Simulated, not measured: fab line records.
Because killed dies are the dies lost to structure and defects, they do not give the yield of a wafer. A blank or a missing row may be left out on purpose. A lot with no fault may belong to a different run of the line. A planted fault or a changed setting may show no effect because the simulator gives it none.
fab line records	flow n5Finfet	part 1 of 2: steps 1 to 3 of 6
record lots=20	wafers=60	lastDay=18
route steps=1938 shown BEOL_M8@1386 BEOL_M9@1417
lots with no fault: from the same line, run without faults
startH: hours from the record's opening day to when the first of the lot's shown wafers began	waitH: hours from the lot's prior step to this one	" same as the row above	L1.1+2: a row that stands for several wafers	- value missing, or start not given	* or withheld: withheld	< > ~ a bound
route shown NAME@n: names a module that has steps shown in the file, with the first one's number in the route	usual: average and standard deviation across the fault-free wafers	same: alike in all rows	chamber/n: place in a boat	sites: the reading at each site	_std_site: the standard deviation of these	_edge_site: the outer-site mean with the inner-site mean subtracted	radiusMm: for every site, how far away it sits from the centre of the wafer	mask NAME#n: copy n	behind: the last tool/chamber to shape the wafer	hold: what put the lot on hold/how long, in hours/how the hold closed	device: the transistor (n, p or np) that didn't switch	end of line: the tests these same wafers got at the end of their route	step lacking rows: just its recipe	killed: dies that structure and defects cost at the first sort, which is not the same as the wafer's yield	map: a wafer's dies, marking killed ones x, the rest . and places with no die _
set.NAME: the setting that was run; set.NAME@STEP: the one run at that earlier step	model.NAME: the simulator's own value behind a step, which no gauge read
a sample of lots followed through the steps of the route, with each step as a table and each wafer as a row
services: a tool's chamber out of use, with start hour (startH, from the record's first day; less than 0 if before it), hours out, and reason
## steps
# step N5_BEOL_M8_CURE_75
# recipe tempC=370	timeS=120	ambient=DMADMS/He	material=SiCOH_lowk
# usual lampPowerPct=52.31/0.051	wafer_temp_C_max=371.9/0.57
lot.wafer	tool	chamber	startH	waitH	lampPowerPct	wafer_temp_C_max
L074.3	uvCure-03	2	202.73	0.1	52.17	373.8
L074.4	"	2	"	"	52.29	373.2
L074.5	"	2	"	"	52.29	372.2
L077.2	uvCure-02	1	215.32	0.1	52.19	372.0
L077.3	"	1	"	"	52.32	372.1
L077.4	"	1	"	"	52.36	371.8
L079.4	uvCure-02	2	218.25	0.3	52.26	371.7
L079.5	"	2	"	"	52.31	372.1
L079.6	"	2	"	"	52.32	371.7
L075.2	uvCure-01	0	223.80	0.1	52.31	372.8
L075.5	"	0	"	"	52.26	372.2
L075.6	"	0	"	"	52.29	371.8
L081.2	uvCure-02	1	248.72	0.1	52.32	371.2
L081.3	"	1	"	"	52.31	371.9
L081.5	"	1	"	"	52.31	373.0
L082.2	uvCure-03	2	267.42	0.1	52.23	373.5
L082.4	"	2	"	"	52.36	372.0
L082.5	"	2	"	"	52.33	372.4
L083.2	uvCure-02	1	277.23	1.4	52.29	371.5
L083.3	"	1	"	"	52.36	371.8
L083.6	"	1	"	"	52.30	371.1
L086.2	uvCure-02	1	278.49	1.5	52.29	372.3
L086.3	"	1	"	"	52.31	372.3
L086.5	"	1	"	"	52.29	372.3
L085.3	uvCure-02	2	286.98	0.3	52.28	371.8
L085.4	"	2	"	"	52.24	370.9
L085.5	"	2	"	"	52.35	371.4
L088.1	uvCure-03	1	294.19	0.0	52.31	371.6
L088.2	"	1	"	"	52.33	371.4
L088.3	"	1	"	"	52.24	371.1
L087.3	uvCure-03	0	294.59	0.2	52.37	371.4
L087.5	"	0	"	"	52.44	371.7
L087.6	"	0	"	"	52.31	371.6
L089.1	uvCure-02	0	303.56	0.1	52.32	371.5
L089.3	"	0	"	"	52.32	371.8
L089.6	"	0	"	"	52.33	371.6
L091.1	uvCure-02	1	306.91	0.0	52.35	371.8
L091.3	"	1	"	"	52.35	372.6
L091.4	"	1	"	"	52.27	372.5
L090.2	uvCure-01	2	310.41	0.1	52.33	372.5
L090.3	"	2	"	"	52.33	372.0
L090.6	"	2	"	"	52.28	372.8
L092.1	uvCure-01	1	318.86	0.0	52.22	371.8
L092.3	"	1	"	"	52.38	371.9
L092.6	"	1	"	"	52.29	372.2
L093.1	uvCure-03	1	324.69	0.0	52.29	371.6
L093.3	"	1	"	"	52.27	371.5
L093.6	"	1	"	"	52.29	371.2
L094.2	uvCure-02	1	325.16	0.1	52.29	373.1
L094.3	"	1	"	"	52.39	371.5
L094.6	"	1	"	"	52.31	371.2
L095.1	uvCure-03	1	344.47	0.3	52.30	371.2
L095.2	"	1	"	"	52.33	371.6
L095.5	"	1	"	"	52.25	371.4
L096.1	uvCure-01	1	344.71	0.3	52.28	372.0
L096.3	"	1	"	"	52.35	371.9
L096.4	"	1	"	"	52.43	372.3
L097.1	uvCure-01	0	353.30	0.0	52.30	371.7
L097.2	"	0	"	"	52.35	372.0
L097.5	"	0	"	"	52.37	372.3
# step N5_BEOL_M9_DESCUM_16
# recipe chemistry=O2	timeS=7.9	sourcePowerW=50	biasPowerW=20	pressureMtorr=20	rfFrequencyHz=2.712e+07	tempC=40	resist=CAR-ArF	o2FlowSccm=225
# usual drypumpMotorCurrentA=5.5/0.37	oesProductAu=0.76/0.071	rfFwdPowerW=49.33/0.23	rfVppV=242.3/1.5	showerheadPlenumPTorr=2.04/0.076	throttleValvePct=20.59/0.21
lot.wafer	tool	chamber	startH	waitH	drypumpMotorCurrentA	oesProductAu	rfFwdPowerW	rfHoursCounterH	rfVppV	showerheadPlenumPTorr	throttleValvePct
L074.3	rieDiel-04	3	208.20	0.3	4.9	0.71	49.70	202	244.6	2.06	20.44
L074.4	"	2	"	"	4.9	0.90	49.60	39	242.7	2.05	20.26
L074.5	"	0	"	"	6.0	0.78	49.52	-	240.2	2.00	20.38
L077.2	rieDiel-06	2	221.16	0.0	5.7	0.69	49.10	213	242.2	2.07	20.42
L077.3	"	3	"	"	5.0	0.94	49.38	21	242.6	2.14	20.12
L077.4	"	0	"	"	6.4	0.78	49.10	91	242.7	2.09	20.03
L079.4	rieDiel-03	3	221.94	0.0	5.7	0.73	48.98	168	240.8	1.99	20.76
L079.5	"	3	"	"	5.7	0.74	49.13	-	241.5	1.99	20.78
L079.6	"	0	"	"	5.7	0.75	49.45	-	239.2	1.94	20.62
L075.2	rieDiel-03	3	228.89	0.1	5.7	0.74	48.99	170	242.8	1.99	20.79
L075.5	"	0	"	"	5.7	0.75	49.32	-	240.7	1.94	20.61
L075.6	"	3	"	"	5.7	0.74	49.26	-	243.1	1.99	20.77
L081.2	rieDiel-06	2	255.32	0.1	5.7	0.69	49.07	222	244.1	2.06	20.41
L081.3	"	1	"	"	5.8	0.75	49.36	177	241.4	2.02	20.82
L081.5	"	0	"	"	6.4	0.78	49.10	-	245.0	2.09	20.04
L082.2	rieDiel-03	2	272.19	0.7	5.1	0.70	49.17	203	243.9	2.16	20.69
L082.4	"	1	"	"	5.6	0.71	49.54	220	242.1	2.08	20.52
L082.5	"	3	"	"	5.7	0.73	49.05	-	241.4	1.99	20.82
L083.2	rieDiel-03	3	284.63	0.0	5.7	0.73	48.78	187	240.6	1.99	20.80
L083.3	"	1	"	"	5.6	0.71	49.20	224	243.3	2.08	20.52
L083.6	"	3	"	"	5.7	0.73	49.04	-	240.4	1.99	20.80
L086.2	rieDiel-03	3	284.95	0.2	5.7	0.72	49.29	188	242.3	1.99	20.81
L086.3	"	2	"	"	5.2	0.70	48.95	208	242.8	2.16	20.70
L086.5	"	0	"	"	5.7	0.73	49.41	-	241.8	1.93	20.65
L085.3	rieDiel-04	0	292.70	0.3	6.0	0.76	49.18	160	241.1	1.99	20.41
L085.4	"	3	"	"	4.9	0.69	49.59	230	243.3	2.05	20.47
L085.5	"	0	"	"	6.0	0.75	49.45	-	241.2	1.99	20.40
L088.1	rieDiel-04	0	299.00	0.7	6.1	0.76	49.65	162	242.2	1.99	20.42
L088.2	"	2	"	"	4.8	0.85	49.53	72	241.7	2.04	20.31
L088.3	"	3	"	"	4.9	0.70	49.30	233	243.3	2.05	20.47
L087.3	rieDiel-04	2	299.25	0.8	4.8	0.84	49.46	72	242.0	2.04	20.32
L087.5	"	1	"	"	5.5	0.89	49.69	-	242.6	2.14	20.78
L087.6	"	0	"	"	6.0	0.76	49.97	-	241.5	1.99	20.41
L089.1	rieDiel-03	0	307.43	0.0	5.7	0.73	49.55	177	239.7	1.93	20.66
L089.3	"	3	"	"	5.7	0.72	49.16	198	241.3	1.98	20.83
L089.6	"	3	"	"	5.7	0.72	48.91	-	243.1	1.98	20.82
L091.1	rieDiel-03	3	312.61	0.5	5.7	0.71	48.80	200	241.6	1.98	20.82
L091.3	"	2	"	"	5.2	0.70	49.23	220	243.5	2.16	20.73
L091.4	"	1	"	"	5.6	0.70	49.32	237	243.2	2.07	20.53
L090.2	rieDiel-03	3	316.04	0.3	5.6	0.72	48.78	201	241.1	1.98	20.85
L090.3	"	0	"	"	5.7	0.72	49.43	181	241.4	1.93	20.67
L090.6	"	0	"	"	5.7	0.73	49.43	-	241.6	1.93	20.67
L092.1	rieDiel-04	3	323.14	0.3	4.9	0.68	49.58	244	244.7	2.04	20.50
L092.3	"	0	"	"	6.0	0.75	49.44	174	239.3	1.99	20.44
L092.6	"	1	"	"	5.5	0.87	49.73	-	245.8	2.13	20.79
L093.1	rieDiel-03	0	329.82	0.0	5.7	0.72	49.53	188	241.3	1.93	20.67
L093.3	"	2	"	"	5.2	0.69	49.24	228	244.2	2.15	20.72
L093.6	"	2	"	"	5.2	0.69	49.24	-	244.6	2.15	20.73
L094.2	rieDiel-03	3	330.07	0.1	5.7	0.71	49.09	208	241.8	1.98	20.83
L094.3	"	2	"	"	5.2	0.69	49.20	228	243.8	2.15	20.74
L094.6	"	0	"	"	5.7	0.72	49.51	-	241.5	1.93	20.69
L095.1	rieDiel-04	0	350.48	0.0	6.0	0.74	49.46	186	239.9	1.98	20.46
L095.2	"	1	"	"	5.5	0.86	49.46	66	243.9	2.13	20.81
L095.5	"	1	"	"	5.5	0.86	49.43	-	243.1	2.13	20.82
L096.1	rieDiel-03	2	350.64	0.0	5.2	0.69	49.22	236	245.9	2.15	20.75
L096.3	"	3	"	"	5.7	0.71	49.22	216	239.4	1.98	20.87
L096.4	"	0	"	"	5.7	0.72	49.31	-	241.3	1.92	20.68
L097.1	rieDiel-04	0	358.85	0.3	6.0	0.74	49.48	189	239.7	1.98	20.47
L097.2	"	1	"	"	5.5	0.85	49.67	69	242.6	2.13	20.82
L097.5	"	3	"	"	4.9	1.03	49.61	-	243.3	2.04	20.20
# step N5_BEOL_M9_ETCH_61
# recipe chemistry=CF4	target=SiARC	targetDepthA=390	maskMaterial=CAR-ArF	timeS=65	ionEnergyEv=80	pressureMtorr=40	sourceW=545	biasW=36	Ar_flow_sccm=100	cf4FlowSccm=100	ends=cleared
# usual drypumpMotorCurrentA=5.5/0.37	etchRfOnTimeS=65.5/1.3	oesProductAu=0.64/0.062	rfFwdPowerW=537.9/2.4	rfVppV=183.6/1.3	showerheadPlenumPTorr=2.09/0.077	throttleValvePct=15.77/0.23
lot.wafer	tool	chamber	startH	waitH	drypumpMotorCurrentA	etchRfOnTimeS	oesProductAu	rfFwdPowerW	rfHoursCounterH	rfVppV	showerheadPlenumPTorr	throttleValvePct
L074.3	rieDiel-04	3	208.24	0.0	4.9	62.7	0.62	539.9	202	183.8	2.13	15.85
L074.4	"	2	"	"	4.8	65.4	0.75	538.5	39	185.0	2.09	15.36
L074.5	"	0	"	"	6.0	63.9	0.68	537.3	-	183.4	2.06	15.66
L077.2	rieDiel-06	2	221.20	0.0	5.7	66.0	0.59	535.7	213	183.2	2.13	15.73
L077.3	"	3	"	"	5.1	65.5	0.78	539.7	21	184.2	2.17	15.25
L077.4	"	0	"	"	6.4	66.8	0.66	539.5	92	185.4	2.15	15.33
L079.4	rieDiel-03	3	221.97	0.0	5.7	66.2	0.63	534.6	168	183.2	2.05	16.04
L079.5	"	3	"	"	5.7	65.9	0.63	535.2	-	183.3	2.05	16.04
L079.6	"	0	"	"	5.7	67.2	0.63	540.2	-	180.9	1.98	15.65
L075.2	rieDiel-03	3	228.93	0.0	5.7	65.8	0.63	536.2	170	183.0	2.05	16.04
L075.5	"	0	"	"	5.6	66.1	0.63	538.8	-	182.7	1.98	15.68
L075.6	"	3	"	"	5.7	66.6	0.63	536.7	-	181.5	2.05	16.06
L081.2	rieDiel-06	2	255.35	0.0	5.6	67.4	0.58	540.8	222	185.5	2.12	15.75
L081.3	"	1	"	"	5.7	63.4	0.64	541.4	177	181.7	2.06	15.94
L081.5	"	0	"	"	6.4	65.9	0.67	537.0	-	183.6	2.14	15.37
L082.2	rieDiel-03	2	272.23	0.0	5.1	66.2	0.60	537.3	203	184.9	2.22	15.92
L082.4	"	1	"	"	5.6	64.9	0.60	537.3	220	182.5	2.10	15.57
L082.5	"	3	"	"	5.7	66.9	0.62	535.2	-	183.0	2.05	16.09
L083.2	rieDiel-03	3	284.67	0.0	5.7	66.1	0.62	534.5	187	183.2	2.05	16.09
L083.3	"	1	"	"	5.6	65.8	0.59	539.8	224	183.6	2.10	15.57
L083.6	"	3	"	"	5.7	66.4	0.61	533.8	-	184.9	2.05	16.07
L086.2	rieDiel-03	3	284.98	0.0	5.7	67.0	0.61	530.6	188	183.9	2.05	16.09
L086.3	"	2	"	"	5.2	65.6	0.60	537.8	208	185.1	2.22	15.92
L086.5	"	0	"	"	5.7	67.3	0.61	539.3	-	182.8	1.97	15.72
L085.3	rieDiel-04	0	292.73	0.0	6.0	64.8	0.66	539.1	160	183.9	2.05	15.72
L085.4	"	3	"	"	4.9	63.8	0.60	540.2	230	184.5	2.12	15.89
L085.5	"	0	"	"	6.0	65.3	0.66	540.4	-	183.4	2.05	15.73
L088.1	rieDiel-04	0	299.03	0.0	6.0	64.9	0.66	537.0	162	183.2	2.05	15.72
L088.2	"	2	"	"	4.9	65.4	0.71	538.4	72	183.7	2.08	15.42
L088.3	"	3	"	"	4.9	63.0	0.60	539.1	233	184.3	2.12	15.91
L087.3	rieDiel-04	2	299.28	0.0	4.8	65.4	0.70	541.1	72	182.8	2.08	15.44
L087.5	"	1	"	"	5.5	63.4	0.76	539.9	-	184.7	2.18	15.84
L087.6	"	0	"	"	6.0	64.5	0.65	538.9	-	183.6	2.05	15.75
L089.1	rieDiel-03	0	307.47	0.0	5.7	67.6	0.60	536.6	177	183.3	1.97	15.74
L089.3	"	3	"	"	5.7	67.3	0.60	535.9	198	183.0	2.04	16.10
L089.6	"	3	"	"	5.7	67.0	0.61	534.9	-	183.8	2.04	16.10
L091.1	rieDiel-03	3	312.65	0.0	5.7	64.8	0.62	533.3	200	181.6	2.04	16.11
L091.3	"	2	"	"	5.2	64.9	0.60	535.8	220	184.7	2.21	15.95
L091.4	"	1	"	"	5.6	65.0	0.59	538.1	237	183.6	2.10	15.62
L090.2	rieDiel-03	3	316.08	0.0	5.7	67.1	0.60	532.2	201	182.8	2.04	16.11
L090.3	"	0	"	"	5.7	66.4	0.61	538.5	181	183.5	1.97	15.74
L090.6	"	0	"	"	5.7	66.6	0.61	536.8	-	183.1	1.97	15.75
L092.1	rieDiel-04	3	323.18	0.0	4.9	63.1	0.59	537.7	244	183.6	2.12	15.91
L092.3	"	0	"	"	6.0	63.8	0.65	541.4	174	182.7	2.05	15.74
L092.6	"	1	"	"	5.5	62.6	0.76	543.2	-	185.8	2.18	15.88
L093.1	rieDiel-03	0	329.86	0.0	5.7	66.7	0.61	541.0	188	181.9	1.97	15.74
L093.3	"	2	"	"	5.2	65.6	0.59	537.1	228	184.8	2.21	15.98
L093.6	"	2	"	"	5.2	65.3	0.59	534.3	-	184.8	2.21	15.97
L094.2	rieDiel-03	3	330.11	0.0	5.7	66.3	0.61	534.4	208	183.2	2.04	16.12
L094.3	"	2	"	"	5.1	65.2	0.59	533.0	228	184.8	2.21	15.98
L094.6	"	0	"	"	5.7	66.5	0.61	539.7	-	181.4	1.97	15.74
L095.1	rieDiel-04	0	350.51	0.0	6.0	65.1	0.63	537.8	186	183.8	2.04	15.77
L095.2	"	1	"	"	5.5	64.1	0.74	541.9	66	184.7	2.17	15.89
L095.5	"	1	"	"	5.5	63.7	0.74	541.2	-	185.2	2.17	15.91
L096.1	rieDiel-03	2	350.67	0.0	5.2	65.2	0.59	535.0	236	184.8	2.21	15.99
L096.3	"	3	"	"	5.7	66.2	0.61	535.9	217	182.3	2.04	16.15
L096.4	"	0	"	"	5.7	67.2	0.60	536.1	-	180.1	1.96	15.78
L097.1	rieDiel-04	0	358.88	0.0	6.0	64.5	0.64	538.7	189	183.4	2.04	15.79
L097.2	"	1	"	"	5.5	63.0	0.74	540.2	69	185.2	2.17	15.89
L097.5	"	3	"	"	4.9	63.6	0.88	539.2	-	185.2	2.11	15.46
